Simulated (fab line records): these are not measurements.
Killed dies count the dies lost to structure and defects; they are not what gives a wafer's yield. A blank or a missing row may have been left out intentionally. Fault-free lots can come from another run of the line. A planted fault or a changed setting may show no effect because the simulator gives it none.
A struck lot beside a sound one	flow n5-finfet	37 steps out of a route of 1938
Sound: the wafers L375.2, L375.4, L375.5. Struck: wafers L366.4, L366.5, L366.6. Last of all comes the cause.
Each step with rows lists, per side, the tool, then ch with its chambers, then its first start. Under that, the readings that differ: sound wafers	struck wafers	difference of the means	sigmas: that difference in standard deviations of wafers without a fault.
alike: readings whose means differ by less than 2 such deviations, and words and numbers that are the same on both sides. not compared: withheld readings, readings that some wafer has no value for, bounds like >300 that may hide the same value, and numbers for which the record gives no deviation and whose values overlap.
A row with sigmas, a row that says differs or no value, or rows on one side alone: a step with any of these is where the two part. Numbers that have no deviation but don't overlap get no sigmas and don't part them. A reading missing from all wafers of one side parts the sides only when that side holds two or more wafers.

first, 9 steps without rows for these wafers: N5_BEOL_M4_ANNEAL_95 (time 240 s); N5_BEOL_M4_SPUTTER_96 (material Cu, target thk 4.5 nm, time 8.29 s); N5_BEOL_M4_ECD_50 (material Cu, target thk 300 nm); N5_BEOL_M4_ANNEAL_51 (time 90 s); N5_BEOL_M4_CMP_52 (polishes, stops on SiOC, t overpolish 6.8 s, target thk 40 nm); N5_BEOL_M4_PRE_CLEAN_60 (time 15 s); N5_BEOL_M4_CO_CAP_55 (material Co, precursor CCTBA/H2, target thk 2 nm, time 102.1 s); N5_BEOL_M4_PRE_CLEAN_56 (time 15 s); N5_BEOL_M4_DEP_57 (deposits SiCN from 3MS/NH3, target thk 8 nm, time 14 s).
N5_BEOL_M4_RC_MEAS_101:
  sound on prober-01 ch 0, day 13 21:25; struck on prober-01 ch 0, day 10 21:52
  alike: DIBL_N, DIBL_P, IOFF_N, IOFF_P, ION_N, ION_P, SS_N, SS_P, VT_N, VT_P
then, 24 steps without rows for these wafers: N5_BEOL_M5_ILD_DEP_00 (deposits SiCOH lowk from DEMS/porogen, target thk 140.64 nm, time 25.9 s); N5_BEOL_M5_CURE_79 (cures SiCOH lowk, time 240 s); N5_BEOL_M5_PECVD_70 (deposits SiO2 from TEOS/O2, target thk 16 nm, time 18 s); N5_BEOL_M5_HM_DEP_02 (deposits TiN, target thk 20 nm); N5_BEOL_M5_COAT_59 (time 60 s, resist thk 60 nm); N5_BEOL_M5_COAT_60 (time 60 s, resist thk 12 nm); N5_BEOL_M5_COAT_71 (time 60 s, resist thk 5 nm); N5_BEOL_M5_COAT_05 (resist thk 30 nm); N5_BEOL_M5_EBR_07; N5_BEOL_M5_SOFTBAKE_06 (time 60 s); N5_BEOL_M5_EXPOSE_08 (exposes mask M5, target cd 28 nm); N5_BEOL_M5_PEB_09 (peb time 60 s); N5_BEOL_M5_DEVELOP_10 (develop time 30 s); N5_BEOL_M5_DESCUM_16 (chemistry O2, time 7 s); N5_BEOL_M5_ETCH_72 (etches underlayer in N2/H2, target depth 6.5 nm, time 5.2 s); N5_BEOL_M5_ETCH_61 (etches SiARC in CF4, target depth 15.6 nm, time 26 s); N5_BEOL_M5_ETCH_62 (etches SOC in N2/H2, target depth 75 nm, overetch 15 nm, time 112.5 s); N5_BEOL_M5_STRIP_63 (strips in N2/H2); N5_BEOL_M5_STRIP_73 (strips in N2/H2); N5_BEOL_M5_STRIP_64 (strips in CF4); N5_BEOL_M5_HM_OPEN_17 (chemistry Cl2/BCl3, target TiN, target depth 20 nm, overetch 6 nm); N5_BEOL_M5_STRIP_19 (strips in O2); N5_BEOL_M5_COAT_65 (time 60 s, resist thk 60 nm); N5_BEOL_M5_COAT_66 (time 60 s, resist thk 12 nm).
-- the record jumps here: 2 days lie between the struck wafers' starts before and after (it left off in module BEOL_M5 and takes up again in module BEOL_M9, whose first step shown is number 1439 of the route) --
N5_BEOL_M9_ETCH_65: etches SiARC in CF4, target depth 15.6 nm, time 26 s.
  sound on rie-diel-05 ch 0,2,3, day 15 21:17; struck on rie-diel-05 ch 1,2,3, day 12 23:59
  no value came back on the struck wafers for any of 8 readings (bias-w (W), cf4-flow-sccm (sccm) and others); on the sound wafers bias-w (W) reads 35.92 35.81 35.90
reading	sound	struck	difference	sigmas
model.CAR-EUV_of_BEOL_M9_COAT_22.thk-nm (nm)	11 11 10.8	20.2 20.4 20.2	+9.3	
  not compared: rf-hours-counter-h
N5_BEOL_M9_ETCH_66: etches SOC in N2/H2, target depth 80 nm, overetch 16 nm, time 120 s.
  sound on rie-diel-05 ch 0,2,3, day 15 21:19; struck on rie-diel-05 ch 1,2,3, day 13 00:02
reading	sound	struck	difference	sigmas
oes-product-au (a.u.)	0.55 0.66 0.54	0.29 0.27 0.27	-0.31	-5
  alike: bias-w, chamber-pressure-mTorr, drypump-motor-current-A, rf-vpp-V, showerhead-plenum-p-Torr, throttle-valve-pct
  not compared: rf-hours-counter-h
-- record jumps: 2 days separate the struck wafers' starts on either side; left off in module BEOL_M9, taken up again in module PASSIVATION, whose first shown step is the route's number 1936 --
N5_PASSIVATION_PROBE_49:
  struck on prober-01, day 15 04:52; sound on prober-02, day 18 08:14
reading	sound	struck	difference	sigmas
defect-limited-yield (%)	93.3 90.6 89.1	0 0 0	-91	-70
killed_at_M4_up	12 24 18	1105 1095 1100	+1082	+99 or more
killed-at-other	5 9 12	0 2 5	-6	-2
killed-dies	79 111 129	1180 1180 1180	+1074	+72
killed-on-rim	9 10 15	152 152 152	+141	+36
sort_bin_5_function (%)	4.6 5.7 6.9	95.4 96.4 95.9	+90.2	+99 or more
sort-n-pass	1101 1069 1051	0 0 0	-1074	-72
sort-yield-pct (%)	93.3 90.6 89.1	0 0 0	-91	-70
  alike: killed_at_M0_to_M3, killed-at-contacts, killed-at-front-end, killed-open, killed-short, sort_bin_6_memory

## WHERE THEY PART
Last at N5_PASSIVATION_PROBE_49 as far as this record goes, first at N5_BEOL_M9_ETCH_65.

WHY: what had been put in by the simulator
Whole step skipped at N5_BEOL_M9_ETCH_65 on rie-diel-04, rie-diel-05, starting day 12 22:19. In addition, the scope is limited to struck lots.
